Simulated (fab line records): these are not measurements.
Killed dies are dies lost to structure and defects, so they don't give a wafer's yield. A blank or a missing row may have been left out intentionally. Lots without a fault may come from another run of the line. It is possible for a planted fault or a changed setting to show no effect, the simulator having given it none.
The tool behind it: which one?	flow nand_harc	Sampling: 24 lots, 72 wafers, 6 of 1302 route steps

WHAT THE GAUGES SHOWED, per wafer
NHARC_P_STI_INSPECT_11. Usual: raw_defect_count reads 5.3 (standard deviation 2.6).
lot	measured	on	raw_defect_count	flag
L074	day 2 19:19	defect_inspect-01	4 7 9	
L075	day 3 04:56	defect_inspect-01	4 4 4	
L076	day 3 16:26	defect_inspect-01	3 3 3	
L077	day 4 00:50	defect_inspect-01	1 5 9	
L078	day 4 11:50	defect_inspect-01	3 2 3	
L079	day 5 00:34	defect_inspect-01	4 10 3	
L080	day 5 09:33	defect_inspect-02	6 4 6	
L081	day 5 17:37	defect_inspect-01	10 11 4	
L082	day 6 03:11	defect_inspect-02	2 7 0	
L083	day 6 17:25	defect_inspect-02	11 7 1	
L084	day 7 02:14	defect_inspect-01	4 5 3	
L085	day 7 10:10	defect_inspect-02	7 6 6	
L086	day 7 21:18	defect_inspect-01	5 4 4	
L087	day 8 05:50	defect_inspect-02	4 0 5	
L088	day 8 14:59	defect_inspect-01	5 7 3	
L089	day 9 03:07	defect_inspect-01	5 5 7	
L090	day 9 11:09	defect_inspect-01	4 11 4	
L091	day 9 20:36	defect_inspect-01	2 2 9	
L092	day 10 06:59	defect_inspect-02	8 6 7	
L093	day 10 17:07	defect_inspect-02	5 2 3	
L094	day 11 03:40	defect_inspect-01	5 7 6	
L095	day 11 13:51	defect_inspect-01	9 9 5	
L096	day 11 22:48	defect_inspect-02	6 2 6	
L097	day 12 11:00	defect_inspect-01	6 4 5	

NHARC_P_GATE_OVL_MEAS_27. Usual: overlay_x_nm -0.2 nm, standard deviation 0.93; overlay_y_nm 0.1 nm, standard deviation 0.86.
lot	measured	on	overlay_x_nm (nm)	overlay_y_nm (nm)	flag
L074	day 5 02:00	overlay-02	-0.4 -0.3 -0.3	-1.4 -1.9 -0.9	
L075	day 5 06:56	overlay-01	-1.2 -1.4 -1.1	-0.7 -0.5 -0.3	
L076	day 5 21:34	overlay-01	1.2 1.1 1.6	-1.1 -0.8 -0.6	
L077	day 6 07:33	overlay-02	-0.6 -0.8 -0.2	1.2 1.1 1.7	
L078	day 6 13:53	overlay-02	-0.2 0.0 0.3	-0.7 -0.6 -0.4	
L079	day 7 06:15	overlay-01	-1.1 -1.2 -0.8	0.8 0.5 0.6	
L080	day 7 22:22	overlay-01	0.0 -0.3 -1.2	0.8 0.2 0.9	
L081	day 8 00:53	overlay-02	0.6 0.3 0.4	0.8 0.5 0.9	
L082	day 8 09:33	overlay-02	-0.8 -0.6 -0.4	0.9 0.9 1.5	
L083	day 9 01:06	overlay-02	0.5 0.3 0.7	-0.6 -0.3 0.3	
L084	day 9 01:37	overlay-01	2.0 2.2 2.0	1.1 1.0 1.4	
L085	day 9 20:23	overlay-01	-1.7 -0.9 -0.7	-1.4 -1.3 -1.7	
L086	day 10 02:47	overlay-02	-0.6 -1.0 -1.1	0.1 -0.1 0.1	
L087	day 10 06:08	overlay-02	-1.3 -1.6 -0.9	0.2 0.1 0.3	
L088	day 10 15:50	overlay-02	-0.9 -0.9 -0.8	0.1 0.5 0.3	
L089	day 11 14:38	overlay-01	-1.4 -1.4 -1.0	-0.5 -0.8 -0.7	
L090	day 11 20:53	overlay-02	-0.6 -0.3 -0.5	0.5 0.5 0.4	
L091	day 12 02:39	overlay-02	1.0 0.2 0.3	-0.1 0.2 0.6	
L092	day 12 08:03	overlay-01	-1.3 -1.3 -1.9	-0.8 -1.0 -1.2	
L093	day 12 21:11	overlay-01	0.6 1.1 0.6	0.1 0.9 -0.1	
L094	day 13 09:02	overlay-02	0.4 0.1 0.2	0.3 0.3 0.2	
L095	day 13 13:16	overlay-01	0.1 0.6 -0.1	1.8 1.7 1.2	
L096	day 13 23:46	overlay-01	-0.8 -0.9 -0.4	-0.5 0.1 -0.2	
L097	day 14 12:31	overlay-01	1.1 0.9 0.9	1.2 0.9 0.7	

NHARC_P_CONTACT_OVL_MEAS_13. Usual: overlay_x_nm 0.1 nm, standard deviation 0.81; overlay_y_nm 0.0 nm, standard deviation 0.9.
lot	measured	on	overlay_x_nm (nm)	overlay_y_nm (nm)	flag
L074	day 6 00:55	overlay-01	-1.2 -0.9 -0.7	-0.8 -1.2 -0.2	
L075	day 6 03:17	overlay-02	1.0 1.2 0.4	-0.2 0.4 -0.2	
L076	day 6 17:38	overlay-02	-1.1 -1.2 -0.8	-0.3 -0.5 -0.3	
L077	day 7 03:40	overlay-01	-0.7 -1.2 -0.6	0.2 -0.4 0.1	
L078	day 7 09:56	overlay-01	-0.7 -0.5 -0.3	0.2 0.1 0.1	
L079	day 8 02:19	overlay-01	0.0 -0.2 0.1	0.7 0.8 0.7	
L080	day 8 21:03	overlay-02	-0.2 -0.6 -0.7	0.4 0.2 0.4	
L081	day 8 21:20	overlay-01	0.7 0.2 0.0	0.1 0.0 0.0	
L082	day 9 05:50	overlay-02	-0.3 -0.5 -0.5	2.3 2.8 2.5	
L083	day 9 23:14	overlay-01	0.2 0.0 0.0	0.7 0.1 0.9	
L084	day 9 21:49	overlay-02	0.1 0.9 1.0	-1.2 -1.5 -0.8	
L085	day 10 16:53	overlay-01	0.9 0.9 0.3	-0.5 0.0 -0.5	
L086	day 10 22:58	overlay-01	1.3 1.6 0.8	-0.9 -1.0 -1.2	
L087	day 11 02:02	overlay-02	-0.7 -0.6 0.3	0.8 0.7 0.9	
L088	day 11 14:05	overlay-02	0.2 1.0 0.4	-0.5 -0.9 -0.5	
L089	day 12 10:50	overlay-02	1.4 1.2 1.4	-1.4 -1.0 -0.6	
L090	day 12 17:47	overlay-01	-1.0 -0.6 -0.5	-0.2 -0.3 -1.0	
L091	day 12 22:31	overlay-01	0.6 1.0 0.7	0.4 0.3 -0.1	
L092	day 13 04:01	overlay-01	-2.0 -0.9 -1.6	-0.1 0.0 0.0	
L093	day 13 17:20	overlay-02	-0.7 -0.3 0.0	-0.3 -0.6 -0.8	
L094	day 14 05:11	overlay-01	0.8 0.5 1.0	-0.2 -0.5 -0.1	
L095	day 14 09:17	overlay-02	0.2 0.8 0.8	1.0 1.1 1.1	
L096	day 14 19:31	overlay-01	0.5 0.1 -0.2	1.7 1.1 1.3	
L097	day 15 08:19	overlay-02	0.6 0.9 1.0	-0.6 -0.3 -1.2	

EACH LOT AND THE TOOL THAT RAN IT (in order: tool; ch and the chambers of the sampled wafers; start)
lot	NHARC_P_GATE_DESCUM_31	NHARC_P_GATE_STRIP_113	NHARC_P_GATE_RTA_82
L074	rie_diel-07 ch 2,3, day 5 02:06	plasma_asher-02 ch 0,1, day 5 19:57	rtp_anneal-01 ch 0, day 5 22:44
L075	rie_diel-07 ch 2,3, day 5 07:02	plasma_asher-02 ch 1, day 5 22:59	rtp_anneal-02 ch 0, day 6 01:13
L076	rie_diel-02 ch 0,1,3, day 5 21:40	plasma_asher-02 ch 0,1, day 6 13:31	rtp_anneal-01 ch 0, day 6 15:53
L077	rie_diel-01 ch 1,2,3, day 6 07:40	plasma_asher-02 ch 0,1, day 6 23:21	rtp_anneal-01 ch 0, day 7 01:43
L078	rie_diel-07 ch 1,2,3, day 6 13:59	plasma_asher-02 ch 0,1, day 7 05:40	rtp_anneal-01 ch 0, day 7 08:02
L079	rie_diel-01 ch 0,1,3, day 7 06:22	plasma_asher-02 ch 0,1, day 7 21:49	rtp_anneal-02 ch 0, day 8 00:26
L080	rie_diel-01 ch 1,2,3, day 7 22:28	plasma_asher-02 ch 0,1, day 8 16:47	rtp_anneal-01 ch 0, day 8 19:10
L081	rie_diel-01 ch 0,3, day 8 00:59	plasma_asher-01 ch 0,1, day 8 16:58	rtp_anneal-01 ch 0, day 8 19:27
L082	rie_diel-01 ch 1,2, day 8 09:39	plasma_asher-02 ch 0,1, day 9 01:35	rtp_anneal-01 ch 0, day 9 03:59
L083	rie_diel-01 ch 0,3, day 9 01:13	plasma_asher-02 ch 0,1, day 9 19:07	rtp_anneal-01 ch 0, day 9 21:29
L084	rie_diel-07 ch 0,1,3, day 9 01:43	plasma_asher-01 ch 0,1, day 9 17:37	rtp_anneal-02 ch 0, day 9 19:56
L085	rie_diel-02 ch 0,2, day 9 20:36	plasma_asher-02 ch 0,1, day 10 12:29	rtp_anneal-02 ch 0, day 10 14:59
L086	rie_diel-01 ch 2,3, day 10 02:53	plasma_asher-01 ch 0,1, day 10 18:37	rtp_anneal-02 ch 0, day 10 21:05
L087	rie_diel-07 ch 0,3, day 10 06:14	plasma_asher-02 ch 0,1, day 10 21:47	rtp_anneal-02 ch 0, day 11 00:10
L088	rie_diel-01 ch 0,1, day 10 15:55	plasma_asher-01 ch 0,1, day 11 10:12	rtp_anneal-02 ch 0, day 11 12:22
L089	rie_diel-02 ch 2,3, day 11 14:44	plasma_asher-02 ch 0,1, day 12 06:40	rtp_anneal-02 ch 0, day 12 09:02
L090	rie_diel-01 ch 0,1, day 11 20:59	plasma_asher-02 ch 0,1, day 12 13:22	rtp_anneal-01 ch 0, day 12 15:44
L091	rie_diel-02 ch 0,1,3, day 12 02:45	plasma_asher-01 ch 0,1, day 12 18:17	rtp_anneal-02 ch 0, day 12 20:38
L092	rie_diel-02 ch 0,2,3, day 12 08:10	plasma_asher-02 ch 0,1, day 12 23:54	rtp_anneal-02 ch 0, day 13 02:07
L093	rie_diel-07 ch 1,2, day 12 21:17	plasma_asher-02 ch 0,1, day 13 13:26	rtp_anneal-01 ch 0, day 13 15:32
L094	rie_diel-01 ch 1,2, day 13 09:08	plasma_asher-02 ch 0,1, day 14 00:56	rtp_anneal-02 ch 0, day 14 03:17
L095	rie_diel-01 ch 0,1, day 13 13:21	plasma_asher-01 ch 0,1, day 14 05:25	rtp_anneal-01 ch 0, day 14 07:35
L096	rie_diel-02 ch 0,1, day 13 23:52	plasma_asher-01 ch 0,1, day 14 15:24	rtp_anneal-02 ch 0, day 14 17:44
L097	rie_diel-02 ch 2,3, day 14 12:37	plasma_asher-02 ch 0,1, day 15 04:18	rtp_anneal-02 ch 0, day 15 06:28
- NHARC_P_GATE_DESCUM_31: chemistry O2, time 3 s.
- NHARC_P_GATE_STRIP_113: strips in N2/H2, time 740 s.
- NHARC_P_GATE_RTA_82: time 30 s.

AS READ BY THE TOOLS THEMSELVES (means over the sampled wafers that have a number; for cases with no such wafer, the mark the record gives instead)
NHARC_P_GATE_DESCUM_31. Usual: drypump_motor_current_A 5.5 A, standard deviation 0.55; oes_product_au 0.998 a.u., standard deviation 0.0082; rf_vpp_V 57.9 V, standard deviation 0.85; showerhead_plenum_p_Torr 1.93 Torr, standard deviation 0.084; throttle_valve_pct 11.311 %, standard deviation 0.0091.
lot	tool	drypump_motor_current_A (A)	oes_product_au (a.u.)	rf_vpp_V (V)	showerhead_plenum_p_Torr (Torr)	throttle_valve_pct (%)	flag
L074	rie_diel-07	6.1	0.994	58.1	1.83	11.312	
L075	rie_diel-07	6.1	0.983	56.7	1.83	11.310	
L076	rie_diel-02	5.5	1.003	57.1	1.97	11.309	
L077	rie_diel-01	5.3	1.008	58.9	2.02	11.313	
L078	rie_diel-07	5.9	1.005	57.4	1.87	11.306	
L079	rie_diel-01	4.9	0.996	58.5	1.95	11.314	
L080	rie_diel-01	5.3	1.000	58.2	2.02	11.308	
L081	rie_diel-01	4.8	0.993	58.0	1.91	11.316	
L082	rie_diel-01	5.6	1.005	58.3	2.06	11.313	
L083	rie_diel-01	4.8	0.990	58.2	1.91	11.311	
L084	rie_diel-07	5.6	0.993	57.4	1.86	11.310	
L085	rie_diel-02	5.8	1.001	57.9	1.96	11.310	
L086	rie_diel-01	5.1	1.005	58.7	1.99	11.309	
L087	rie_diel-07	5.6	0.992	58.0	1.83	11.309	
L088	rie_diel-01	4.9	0.999	57.6	1.90	11.311	
L089	rie_diel-02	5.4	0.985	57.8	1.91	11.314	
L090	rie_diel-01	5.0	0.989	58.1	1.98	11.304	
L091	rie_diel-02	5.5	0.999	58.7	1.96	11.320	
L092	rie_diel-02	5.6	0.999	57.4	1.94	11.313	
L093	rie_diel-07	6.0	0.994	58.0	1.88	11.317	
L094	rie_diel-01	5.3	0.998	58.2	2.05	11.319	
L095	rie_diel-01	5.0	0.999	57.9	1.98	11.311	
L096	rie_diel-02	5.8	1.001	58.6	1.98	11.307	
L097	rie_diel-02	5.4	1.000	58.4	1.91	11.314	

NHARC_P_GATE_STRIP_113. Usual: drypump_motor_current_A 5.5 A, standard deviation 0.41; heater_power_w 93 W, standard deviation 3.4.
lot	tool	drypump_motor_current_A (A)	heater_power_w (W)	flag
L074	plasma_asher-02	5.8	90	
L075	plasma_asher-02	5.9	91	
L076	plasma_asher-02	5.7	90	
L077	plasma_asher-02	5.7	91	
L078	plasma_asher-02	5.8	90	
L079	plasma_asher-02	5.8	92	
L080	plasma_asher-02	5.7	91	
L081	plasma_asher-01	5.0	97	
L082	plasma_asher-02	5.7	91	
L083	plasma_asher-02	5.7	92	
L084	plasma_asher-01	4.9	95	
L085	plasma_asher-02	5.8	90	
L086	plasma_asher-01	5.0	96	
L087	plasma_asher-02	5.7	91	
L088	plasma_asher-01	4.9	95	
L089	plasma_asher-02	5.8	91	
L090	plasma_asher-02	5.8	94	
L091	plasma_asher-01	5.0	97	
L092	plasma_asher-02	5.8	94	
L093	plasma_asher-02	5.8	93	
L094	plasma_asher-02	5.7	92	
L095	plasma_asher-01	5.0	97	
L096	plasma_asher-01	5.0	96	
L097	plasma_asher-02	5.7	93	

NHARC_P_GATE_RTA_82. Usual: anneal_temp_c_max 451.5, standard deviation 0.44; lamp_power_pct 3.91 %, standard deviation 0.067; lamp_zone_5_pct 3.93 %, standard deviation 0.067; wafer_temp_C_max 452.2, standard deviation 0.65.
lot	tool	anneal_temp_c_max	lamp_power_pct (%)	lamp_zone_5_pct (%)	wafer_temp_C_max	flag
L074	rtp_anneal-01	451.5	3.83	3.85	452.0	
L075	rtp_anneal-02	451.6	3.97	3.99	451.9	
L076	rtp_anneal-01	451.4	3.84	3.85	451.8	
L077	rtp_anneal-01	451.2	3.84	3.86	451.6	
L078	rtp_anneal-01	451.2	3.84	3.85	451.9	
L079	rtp_anneal-02	451.9	3.97	3.99	453.1	
L080	rtp_anneal-01	451.3	3.84	3.85	451.8	
L081	rtp_anneal-01	451.5	3.84	3.85	451.3	
L082	rtp_anneal-01	451.4	3.83	3.85	452.0	
L083	rtp_anneal-01	450.8	3.84	3.86	451.5	
L084	rtp_anneal-02	452.1	3.97	3.99	452.8	
L085	rtp_anneal-02	451.7	3.97	3.99	452.7	
L086	rtp_anneal-02	451.9	3.97	3.98	451.9	
L087	rtp_anneal-02	451.8	3.97	3.99	452.4	
L088	rtp_anneal-02	451.7	3.97	3.99	453.3	
L089	rtp_anneal-02	451.6	3.97	3.99	452.8	
L090	rtp_anneal-01	451.2	3.84	3.85	452.0	
L091	rtp_anneal-02	451.3	3.97	3.99	452.5	
L092	rtp_anneal-02	451.1	3.97	3.99	452.5	
L093	rtp_anneal-01	451.2	3.84	3.85	451.8	
L094	rtp_anneal-02	452.0	3.97	3.99	452.7	
L095	rtp_anneal-01	451.7	3.84	3.85	451.8	
L096	rtp_anneal-02	451.7	3.97	3.99	452.8	
L097	rtp_anneal-02	451.4	3.97	3.99	452.8	

THE ANSWER, worked out from the rows above alone
Rule: a lot counts as off when the mean over its wafers that have a number is more than 3 standard deviations away from the usual mean. Also off: a lot with no number at a reading for which 4 or more lots have one. The other lots that the step has rows for count as sound. The gauges are gone through in route order, then the tools' own readings, and for those a lot's mean is taken as printed above. The first step at which some lot is off is used, and at that step the reading that is off furthest; a lot without a number counts as furthest.
Nothing can be told from this: no lot is off at any reading shown.

WHAT WAS PUT IN BY THE SIMULATOR
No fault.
